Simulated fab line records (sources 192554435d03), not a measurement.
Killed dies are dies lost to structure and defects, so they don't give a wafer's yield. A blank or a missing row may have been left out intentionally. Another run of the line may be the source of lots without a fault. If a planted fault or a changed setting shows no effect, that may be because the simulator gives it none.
Lot-split experiment ; flow n5-finfet ; 21 wafers read from 7 lots, route of 1938 steps

== ABOUT THE SPLIT ==
At N5_BEOL_M11_ILD_DEP_00 (deposits SiCOH lowk from DEMS/porogen, target thk 308.51 nm, time 58 s), the setting time-s was moved away from the recipe's 58 s on 3 of the 21 wafers read, by -9.6% to -6.9%. For the rest of the wafers, this setting stayed at what the recipe calls for.

== SPLIT TO READING: what lies between them in the file, 1 step ==
- N5_BEOL_M11_CURE_71: cures SiCOH lowk, time 240 s

== THE READING ==
M11_ILD_THK (nm), taken at N5_BEOL_M11_THK_MEAS_01. On this fab line, fault-free wafers typically give 269 nm with a standard deviation of 3.2 nm.

wafer;tool, chamber at the split;time-s as run, s;against the recipe;M11_ILD_THK, nm;against lot-mates on the recipe
L077.2;pecvd-03, 2;58;recipe;269;-
L077.3;pecvd-03, 0;58;recipe;270;-
L077.6;pecvd-03, 0;58;recipe;273;-
L075.2;pecvd-03, 2;58;recipe;264;-
L075.4;pecvd-03, 0;58;recipe;271;-
L075.6;pecvd-03, 1;58;recipe;273;-
L085.3;pecvd-04, 2;58;recipe;268;-
L085.4;pecvd-04, 0;52.42;-9.6%;248;-23
L085.6;pecvd-04, 1;58;recipe;274;-
L087.2;pecvd-04, 1;58;recipe;264;-
L087.3;pecvd-04, 2;58;recipe;274;-
L087.6;pecvd-04, 1;58;recipe;273;-
L090.2;pecvd-01, 2;53.98;-6.9%;249;-21
L090.5;pecvd-01, 1;58;recipe;270;-
L090.6;pecvd-01, 2;53.98;-6.9%;251;-19
L094.2;pecvd-04, 1;58;recipe;268;-
L094.3;pecvd-04, 2;58;recipe;265;-
L094.6;pecvd-04, 1;58;recipe;270;-
L096.1;pecvd-03, 0;58;recipe;268;-
L096.2;pecvd-03, 2;58;recipe;266;-
L096.4;pecvd-03, 0;58;recipe;269;-

FIT RESULTS
A straight line over all 21 wafers: M11_ILD_THK changes by +2.51 nm for each +1% of time-s; r = +0.92; the points scatter about the line by 3.2 nm.
The same after taking each lot's own level away (the mean of its wafers on the recipe; 21 wafers): +2.64 nm for each +1%; r = +0.93; scatter 2.9 nm.
On that fit, the largest move of time-s shifts the reading by 25 nm.
The lots' own levels span 267.7 to 271.0 nm, that is 1.0 times the standard deviation above.
So the lot-to-lot level changes the slope little: the two slopes agree.
Check: with one of the wafers moved furthest among these (-9.6%) left out of the fit, the line predicts -27.8 nm for it against its lot-mates. Against them it came out at -23 nm.

== THESE WAFERS: OTHER SPLITS ==
Note: prior to the reading, these wafers also went through further splits. Each is held against what the fit with the lots' levels taken away leaves over:
other split on the same wafers;wafers away from the commonest value;r with M11_ILD_THK (lot level and that fit taken away)
N5_BEOL_M6_ALD_77 co-reactant-pulse-time-s;7;-0.02
N5_BEOL_M7_ILD_DEP_00 time-s;10;-0.35
N5_BEOL_M8_ILD_DEP_00 time-s;7;+0.08
N5_BEOL_M9_PECVD_70 temp-c;11;-0.16
N5_BEOL_M9_COAT_22 spin-rpm;8;-0.05
N5_BEOL_M9_ETCH_65 cf4-flow-sccm;6;+0.13

== THE WHOLE CHAIN: every reading that the file lists as answering this split, in the file's order ==
step;what it does;reading;change (the file's fit);r (the file's)
N5_BEOL_M11_ILD_DEP_00;deposits SiCOH lowk from DEMS/porogen, target thk 308.51 nm, time 58 s;SiCOH_lowk_of_BEOL_M11_ILD_DEP_00.thk-nm (the simulator's own value, which no gauge read);+2.91 nm for each +1% of the setting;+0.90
N5_BEOL_M11_CURE_71;cures SiCOH lowk, time 240 s;SiCOH_lowk_of_BEOL_M11_ILD_DEP_00.thk-nm (the simulator's own value, which no gauge read);+2.55 nm for each +1% of the setting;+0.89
N5_BEOL_M11_THK_MEAS_01;;M11_ILD_THK;+2.57 for each +1% of the setting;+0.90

== FILE'S OWN FIT ==
M11_ILD_THK changes by +2.57 nm for each +1% of time-s, r = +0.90.
